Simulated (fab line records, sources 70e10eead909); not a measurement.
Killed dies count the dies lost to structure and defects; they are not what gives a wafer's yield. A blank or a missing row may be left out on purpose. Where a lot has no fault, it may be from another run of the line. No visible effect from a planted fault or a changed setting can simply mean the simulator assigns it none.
The tool behind it: which one? | flow nand harc | 14 lots, 42 wafers sampled, at 4 steps of a route of 1302

## WHAT EACH GAUGE READ, for each wafer
Not one reading of a measure or inspect step in the record can be checked against a usual standard deviation.

## WHAT TOOL EACH LOT RAN ON (gives the tool, then ch and the chambers of the sampled wafers, and finally the start)
lot  | NHARC_A_CONTACT_ETCH_75            | NHARC_A_CONTACT_ETCH_124             | NHARC_A_CONTACT_ETCH_125             | NHARC_A_CONTACT_ETCH_129
L912 | rie diel-07 ch 0,3, day 22 18:14   | har cap etch-03 ch 0,1, day 22 19:59 | har cap etch-03 ch 0,1, day 22 20:11 | har cap etch-03 ch 0,1, day 22 20:53
L913 | rie diel-11 ch 1,2,3, day 23 02:07 | har cap etch-03 ch 0,1, day 23 03:36 | har cap etch-03 ch 0,1, day 23 03:47 | har cap etch-03 ch 0,1, day 23 04:29
L914 | rie diel-07 ch 1,2,3, day 23 08:58 | har cap etch-03 ch 0,1, day 23 10:28 | har cap etch-03 ch 0,1, day 23 10:39 | har cap etch-03 ch 0,1, day 23 11:22
L915 | rie diel-07 ch 0,2,3, day 24 00:41 | har cap etch-02 ch 0,1, day 24 02:11 | har cap etch-02 ch 0,1, day 24 02:23 | har cap etch-02 ch 0,1, day 24 03:05
L916 | rie diel-07 ch 1,2,3, day 24 20:44 | har cap etch-02 ch 0,1, day 24 22:11 | har cap etch-02 ch 0,1, day 24 22:23 | har cap etch-02 ch 0,1, day 24 23:05
L917 | rie diel-07 ch 1,3, day 25 15:20   | har cap etch-01 ch 0, day 25 16:49   | har cap etch-01 ch 0, day 25 17:01   | har cap etch-01 ch 0, day 25 17:43
L921 | rie diel-07 ch 0,1,3, day 26 15:29 | har cap etch-02 ch 0,1, day 26 16:56 | har cap etch-02 ch 0,1, day 26 17:12 | har cap etch-02 ch 0,1, day 26 18:05
L920 | rie diel-07 ch 0,1,3, day 26 17:17 | har cap etch-03 ch 0,1, day 26 18:47 | har cap etch-03 ch 0,1, day 26 18:58 | har cap etch-03 ch 0,1, day 26 19:41
L928 | rie diel-07 ch 0,2,3, day 29 11:28 | har cap etch-02 ch 0,1, day 29 12:55 | har cap etch-02 ch 0,1, day 29 13:07 | har cap etch-02 ch 0,1, day 29 13:49
L929 | rie diel-11 ch 0,1,2, day 30 02:58 | har cap etch-02 ch 0,1, day 30 04:26 | har cap etch-02 ch 0,1, day 30 04:38 | har cap etch-02 ch 0,1, day 30 05:20
L930 | rie diel-07 ch 0,1,2, day 30 04:46 | har cap etch-01 ch 0,1, day 30 06:13 | har cap etch-01 ch 0,1, day 30 06:25 | har cap etch-01 ch 0,1, day 30 07:07
L932 | rie diel-07 ch 2,3, day 30 12:06   | har cap etch-02 ch 0,1, day 30 13:38 | har cap etch-02 ch 0,1, day 30 13:49 | har cap etch-02 ch 0,1, day 30 14:32
L931 | rie diel-05 ch 1,2,3, day 30 15:00 | har cap etch-03 ch 0,1, day 30 17:28 | har cap etch-03 ch 0,1, day 30 17:40 | har cap etch-03 ch 0,1, day 30 18:22
L933 | rie diel-07 ch 0,2,3, day 32 06:26 | har cap etch-03 ch 0,1, day 32 07:55 | har cap etch-03 ch 0,1, day 32 08:07 | har cap etch-03 ch 0,1, day 32 08:49
- NHARC_A_CONTACT_ETCH_75: etches the open film in CF4, target depth 39 nm, time 65 s.
- NHARC_A_CONTACT_ETCH_124: etches the open film in C4F8/O2/Ar, time 140 s, target depth 700 nm.
- NHARC_A_CONTACT_ETCH_125: etches the open film in C4F8/O2/Ar, time 197 s, target depth 1918 nm.
- NHARC_A_CONTACT_ETCH_129: etches the open film in C4F8/O2/Ar, time 197 s, target depth 1918 nm.

## AS READ BY THE TOOLS THEMSELVES (means over the sampled wafers that have a number; for cases with no such wafer, the mark the record gives instead)
NHARC_A_CONTACT_ETCH_75. Usual: value, then standard deviation, for each; bias w 100.0 W / 0.33; cf4 flow sccm 150.0 sccm / 0.46; drypump motor current A 5.7 A / 0.3; oes product au 1.000 a.u. / 0.011; rf vpp V 151.0 V / 1.6; showerhead plenum p Torr 1.76 Torr / 0.1; throttle valve pct 13.286 % / 0.0087.
lot  | tool        | bias w (W) | cf4 flow sccm (sccm) | drypump motor current A (A) | oes product au (a.u.) | rf vpp V (V) | showerhead plenum p Torr (Torr) | throttle valve pct (%) | flag
L912 | rie diel-07 | 99.8       | 149.6                | 5.8                         | 0.998                 | 152.5        | 1.89                            | 13.291                 |
L913 | rie diel-11 | 99.7       | 150.2                | 5.8                         | 1.009                 | 151.3        | 1.76                            | 13.289                 |
L914 | rie diel-07 | 100.5      | 149.4                | 5.6                         | 0.997                 | 151.0        | 1.76                            | 13.287                 |
L915 | rie diel-07 | 100.1      | 149.8                | 5.5                         | 1.000                 | 151.6        | 1.83                            | 13.279                 |
L916 | rie diel-07 | 99.7       | 150.0                | 5.6                         | 1.008                 | 151.3        | 1.76                            | 13.286                 |
L917 | rie diel-07 | 100.3      | 150.0                | 5.8                         | 0.993                 | 151.3        | 1.74                            | 13.280                 |
L921 | rie diel-07 | 99.9       | 150.1                | 5.8                         | 1.007                 | 152.4        | 1.81                            | 13.288                 |
L920 | rie diel-07 | 100.1      | 150.2                | 5.8                         | 1.013                 | 152.1        | 1.81                            | 13.285                 |
L928 | rie diel-07 | 100.1      | 150.1                | 5.5                         | 1.006                 | 151.7        | 1.82                            | 13.291                 |
L929 | rie diel-11 | 100.2      | 150.2                | 5.8                         | 1.001                 | 150.8        | 1.72                            | 13.286                 |
L930 | rie diel-07 | 99.8       | 150.3                | 5.6                         | 1.007                 | 150.7        | 1.73                            | 13.283                 |
L932 | rie diel-07 | 100.0      | 150.1                | 5.6                         | 0.999                 | 151.3        | 1.83                            | 13.287                 |
L931 | rie diel-05 | 100.3      | 150.4                | 6.0                         | 0.989                 | 150.1        | 1.73                            | 13.281                 |
L933 | rie diel-07 | 100.0      | 149.6                | 5.5                         | 0.997                 | 151.6        | 1.82                            | 13.289                 |

NHARC_A_CONTACT_ETCH_124. Usual: chamber pressure mTorr 19.999 mTorr, standard deviation 0.018; oes air line au 0.998 a.u., standard deviation 0.018.
lot  | tool            | chamber pressure mTorr (mTorr) | oes air line au (a.u.) | flag
L912 | har cap etch-03 | 20.005                         | 0.987                  |
L913 | har cap etch-03 | 20.008                         | 0.981                  |
L914 | har cap etch-03 | 19.990                         | 0.987                  |
L915 | har cap etch-02 | 19.994                         | 0.993                  |
L916 | har cap etch-02 | 20.000                         | 0.996                  |
L917 | har cap etch-01 | 20.017                         | 1.020                  |
L921 | har cap etch-02 | -                              | -                      | OFF
L920 | har cap etch-03 | -                              | -                      | OFF
L928 | har cap etch-02 | 20.004                         | 0.991                  |
L929 | har cap etch-02 | 19.996                         | 0.994                  |
L930 | har cap etch-01 | 20.034                         | 1.020                  |
L932 | har cap etch-02 | 19.988                         | 1.000                  |
L931 | har cap etch-03 | 19.997                         | 0.998                  |
L933 | har cap etch-03 | 19.990                         | 1.008                  |

NHARC_A_CONTACT_ETCH_125. Usual: chamber pressure mTorr 19.999 mTorr, standard deviation 0.015; oes air line au 1.002 a.u., standard deviation 0.02.
lot  | tool            | chamber pressure mTorr (mTorr) | oes air line au (a.u.) | flag
L912 | har cap etch-03 | 20.006                         | 1.001                  |
L913 | har cap etch-03 | 19.989                         | 0.994                  |
L914 | har cap etch-03 | 20.003                         | 0.986                  |
L915 | har cap etch-02 | 20.008                         | 1.024                  |
L916 | har cap etch-02 | 20.000                         | 0.997                  |
L917 | har cap etch-01 | 19.994                         | 0.990                  |
L921 | har cap etch-02 | 19.999                         | 0.995                  |
L920 | har cap etch-03 | 19.986                         | 1.012                  |
L928 | har cap etch-02 | 20.004                         | 0.977                  |
L929 | har cap etch-02 | 19.984                         | 1.003                  |
L930 | har cap etch-01 | 20.014                         | 0.982                  |
L932 | har cap etch-02 | 19.993                         | 0.998                  |
L931 | har cap etch-03 | 20.002                         | 0.972                  |
L933 | har cap etch-03 | 19.993                         | 1.017                  |

NHARC_A_CONTACT_ETCH_129. Usual: chamber pressure mTorr 20.001 mTorr, standard deviation 0.017; oes air line au 0.999 a.u., standard deviation 0.02.
lot  | tool            | chamber pressure mTorr (mTorr) | oes air line au (a.u.) | flag
L912 | har cap etch-03 | 20.020                         | 1.002                  |
L913 | har cap etch-03 | 19.997                         | 1.005                  |
L914 | har cap etch-03 | 20.007                         | 0.998                  |
L915 | har cap etch-02 | 19.998                         | 0.987                  |
L916 | har cap etch-02 | 20.012                         | 1.000                  |
L917 | har cap etch-01 | 19.988                         | 0.975                  |
L921 | har cap etch-02 | 19.998                         | 0.999                  |
L920 | har cap etch-03 | 20.011                         | 0.983                  |
L928 | har cap etch-02 | 19.994                         | 0.978                  |
L929 | har cap etch-02 | 19.991                         | 0.985                  |
L930 | har cap etch-01 | 19.986                         | 1.016                  |
L932 | har cap etch-02 | 19.999                         | 0.979                  |
L931 | har cap etch-03 | 20.011                         | 1.006                  |
L933 | har cap etch-03 | 20.006                         | 1.001                  |

## THE ANSWER, worked out from the rows above alone
Rule: lot off if the mean of its wafers having a number is beyond 3 standard deviations from the usual mean. Also off: a lot with no number at a reading for which 4 or more lots have one. All remaining lots with rows at the step are treated as sound. The gauges are gone through in route order, then the tools' own readings, and for those a lot's mean is taken as printed above. At the first step where some lot is off, the reading lying furthest off is the one used; lots without a number count as furthest.
Off: L921, L920 (NHARC_A_CONTACT_ETCH_124, chamber pressure mTorr). Without a number there: L921, L920.
A tool fits if, at that step or a process step before it, it ran every lot that is off, and no sound lot after the first of them. Of those tried, none fits.

## WHAT THE SIMULATOR HAD INSERTED
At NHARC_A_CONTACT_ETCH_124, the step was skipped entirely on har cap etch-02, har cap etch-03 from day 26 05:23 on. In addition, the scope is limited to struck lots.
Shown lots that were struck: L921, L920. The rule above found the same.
